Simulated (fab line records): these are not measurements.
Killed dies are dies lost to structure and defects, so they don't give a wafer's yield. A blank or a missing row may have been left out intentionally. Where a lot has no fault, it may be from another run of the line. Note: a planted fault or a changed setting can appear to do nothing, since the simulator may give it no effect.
Matching of chambers / flow n5_finfet / rie_diel-05 running N5_BEOL_M11_ETCH_61: 4 sister chambers
The step etches SiARC in CF4, target depth 39 nm, time 65 s. 14 wafers are shown with their chamber, then 7 later ones without.

== EACH WAFER AND ITS CHAMBER ==
wafer=L076.2; chamber=0; drypump_motor_current_A (A)=4.9; throttle_valve_pct (%)=15.94; showerhead_plenum_p_Torr (Torr)=2.12
wafer=L076.3; chamber=3; drypump_motor_current_A (A)=5.4; throttle_valve_pct (%)=15.39; showerhead_plenum_p_Torr (Torr)=2.15
wafer=L076.5; chamber=2; drypump_motor_current_A (A)=5.8; throttle_valve_pct (%)=15.93; showerhead_plenum_p_Torr (Torr)=2.16
wafer=L075.4; chamber=0; drypump_motor_current_A (A)=4.9; throttle_valve_pct (%)=15.94; showerhead_plenum_p_Torr (Torr)=2.12
wafer=L075.5; chamber=0; drypump_motor_current_A (A)=4.9; throttle_valve_pct (%)=15.95; showerhead_plenum_p_Torr (Torr)=2.12
wafer=L075.6; chamber=1; drypump_motor_current_A (A)=4.9; throttle_valve_pct (%)=15.37; showerhead_plenum_p_Torr (Torr)=2.08
wafer=L080.2; chamber=2; drypump_motor_current_A (A)=5.8; throttle_valve_pct (%)=15.96; showerhead_plenum_p_Torr (Torr)=2.15
wafer=L080.3; chamber=3; drypump_motor_current_A (A)=5.4; throttle_valve_pct (%)=15.43; showerhead_plenum_p_Torr (Torr)=2.14
wafer=L080.6; chamber=1; drypump_motor_current_A (A)=4.9; throttle_valve_pct (%)=15.37; showerhead_plenum_p_Torr (Torr)=2.08
wafer=L082.2; chamber=2; drypump_motor_current_A (A)=5.8; throttle_valve_pct (%)=15.96; showerhead_plenum_p_Torr (Torr)=2.15
wafer=L082.4; chamber=3; drypump_motor_current_A (A)=5.4; throttle_valve_pct (%)=15.46; showerhead_plenum_p_Torr (Torr)=2.14
wafer=L082.5; chamber=2; drypump_motor_current_A (A)=5.8; throttle_valve_pct (%)=15.97; showerhead_plenum_p_Torr (Torr)=2.15
wafer=L087.2; chamber=1; drypump_motor_current_A (A)=4.9; throttle_valve_pct (%)=15.39; showerhead_plenum_p_Torr (Torr)=2.07
wafer=L087.4; chamber=2; drypump_motor_current_A (A)=5.9; throttle_valve_pct (%)=15.97; showerhead_plenum_p_Torr (Torr)=2.15

SIGNATURES (averages over the wafers above)
reading=drypump_motor_current_A; chamber 0=4.900; chamber 1=4.900; chamber 2=5.820; chamber 3=5.400; scatter within a chamber=0.0283
reading=throttle_valve_pct; chamber 0=15.9433; chamber 1=15.3767; chamber 2=15.9580; chamber 3=15.4267; scatter within a chamber=0.0197
reading=showerhead_plenum_p_Torr; chamber 0=2.1200; chamber 1=2.0767; chamber 2=2.1520; chamber 3=2.1433; scatter within a chamber=0.00462
Rule: distance of a wafer from a chamber = root of the sum over the readings of ((wafer's reading minus chamber's mean) / reading's scatter) squared. The wafer belongs to the nearest chamber; if the next one is less than 2 further off, it can't be placed. The scatter: the root of (the sum of the squares of (reading less its chamber's mean) over the shown wafers, divided by (wafers less chambers)).

== WAFERS WHOSE CHAMBER IS MISSING ==
wafer=L087.5; drypump_motor_current_A (A)=5.4; throttle_valve_pct (%)=15.46; showerhead_plenum_p_Torr (Torr)=2.14
wafer=L088.2; drypump_motor_current_A (A)=5.4; throttle_valve_pct (%)=15.47; showerhead_plenum_p_Torr (Torr)=2.14
wafer=L088.3; drypump_motor_current_A (A)=5.0; throttle_valve_pct (%)=15.42; showerhead_plenum_p_Torr (Torr)=2.07
wafer=L088.5; drypump_motor_current_A (A)=5.8; throttle_valve_pct (%)=16.00; showerhead_plenum_p_Torr (Torr)=2.15
wafer=L090.2; drypump_motor_current_A (A)=5.4; throttle_valve_pct (%)=15.48; showerhead_plenum_p_Torr (Torr)=2.14
wafer=L090.3; drypump_motor_current_A (A)=4.9; throttle_valve_pct (%)=15.42; showerhead_plenum_p_Torr (Torr)=2.07
wafer=L090.4; drypump_motor_current_A (A)=5.4; throttle_valve_pct (%)=15.48; showerhead_plenum_p_Torr (Torr)=2.14

== CHAMBER TAKEN BY EACH ==
wafer=L087.5; from the rows above=3; in truth=3
wafer=L088.2; from the rows above=3; in truth=3
wafer=L088.3; from the rows above=1; in truth=1
wafer=L088.5; from the rows above=2; in truth=2
wafer=L090.2; from the rows above=3; in truth=3
wafer=L090.3; from the rows above=1; in truth=1
wafer=L090.4; from the rows above=3; in truth=3
Correctly placed: 7 of 7. From these rows, 0 cannot be placed. 0 placed wrongly.
